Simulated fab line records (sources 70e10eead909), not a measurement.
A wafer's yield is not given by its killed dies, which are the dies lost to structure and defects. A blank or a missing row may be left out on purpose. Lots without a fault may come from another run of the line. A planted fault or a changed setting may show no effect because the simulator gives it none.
A struck lot beside a sound one :: flow nand-harc :: 14 steps out of a route of 1159
Sound: wafers L449.2, L449.3, L449.5. Wafers struck: L458.3, L458.4, L458.6. The cause is named last.
Per side, at each step with rows, come the tool, then ch with its chambers, and then its first start. Under that, the readings that differ: sound wafers :: struck wafers :: difference of the means :: sigmas: that difference in standard deviations of wafers without a fault.
alike: a reading whose means differ by less than 2 such deviations, as well as words and numbers matching on both sides. not compared: withheld readings; readings where some wafer has no value; bounds like >300 that might hide an equal value; numbers whose values overlap and for which the record gives no deviation.
Wherever a step has rows on one side only, a row that says differs or no value, or a row with sigmas, the two part there. Numbers that don't overlap but have no deviation are shown without sigmas and don't part them. A reading missing from all wafers of one side parts the sides only when that side holds two or more wafers.

first, 1 step without rows for these wafers: NHARC_A_ONON_D1_DEP_12 (target thk 1000 nm).
NHARC_A_ONON_D1_THK_MEAS_14: measures by ellipsometry.
  struck on film-metro-02, day 11 20:53; sound on film-metro-01, day 9 19:49
  alike: thk-nm
then, 2 steps without rows for these wafers: NHARC_A_ONON_D1_ANNEAL_15 (time 3600 s); NHARC_A_ONON_D1_DEP_16 (target thk 1000 nm).
NHARC_A_ONON_D1_THK_MEAS_18: measures by ellipsometry.
  struck on film-metro-02, day 12 02:11; sound on film-metro-02, day 10 02:47
  alike: thk-nm
following that, 1 step holds no rows for these wafers, namely NHARC_A_ONON_D1_DEP_19 (target thickness 1000 nm).
NHARC_A_ONON_D1_THK_MEAS_21: measures by ellipsometry.
  struck on film-metro-01, day 12 02:51; sound on film-metro-01, day 10 03:22
  alike: thk-nm
following that, 1 step holds no rows for these wafers, namely NHARC_A_ONON_D1_DEP_22 (target thickness 1000 nm).
NHARC_A_ONON_D1_THK_MEAS_24: measures by ellipsometry.
  struck on film-metro-01, day 12 03:25; sound on film-metro-02, day 10 03:55
  alike: thk-nm
following that, 1 step holds no rows for these wafers, namely NHARC_A_ONON_D1_DEP_25 (target thickness 1000 nm).
NHARC_A_ONON_D1_THK_MEAS_27: measures by ellipsometry.
  struck on film-metro-02, day 12 03:59; sound on film-metro-02, day 10 04:29
reading: thk-nm (nm)
sound: 980 979 977
struck: 1002 999 1001
difference: +22
sigmas: +2
NHARC_A_ONON_D1_DEP_28: target thk 1000 nm.
  sound on pecvd-onon-03 ch 0, day 10 04:36; struck on pecvd-onon-03 ch 0, day 12 04:13
NHARC_A_ONON_D1_THK_MEAS_30: measures by ellipsometry.
  struck on film-metro-02, day 12 04:47; sound on film-metro-02, day 10 05:02
reading: thk-nm (nm)
sound: 998 999 998
struck: 1511 1513 1514
difference: +514
sigmas: +52
  not compared: hold
NHARC_END_SORT_01:
  the record has rows for the sound wafers here (prober-02 ch 0, day 22 18:37) and none for the struck ones

== WHERE THEY PART ==
First at NHARC_A_ONON_D1_THK_MEAS_27; last, within this record, at NHARC_END_SORT_01.

WHY: what the simulator had put in
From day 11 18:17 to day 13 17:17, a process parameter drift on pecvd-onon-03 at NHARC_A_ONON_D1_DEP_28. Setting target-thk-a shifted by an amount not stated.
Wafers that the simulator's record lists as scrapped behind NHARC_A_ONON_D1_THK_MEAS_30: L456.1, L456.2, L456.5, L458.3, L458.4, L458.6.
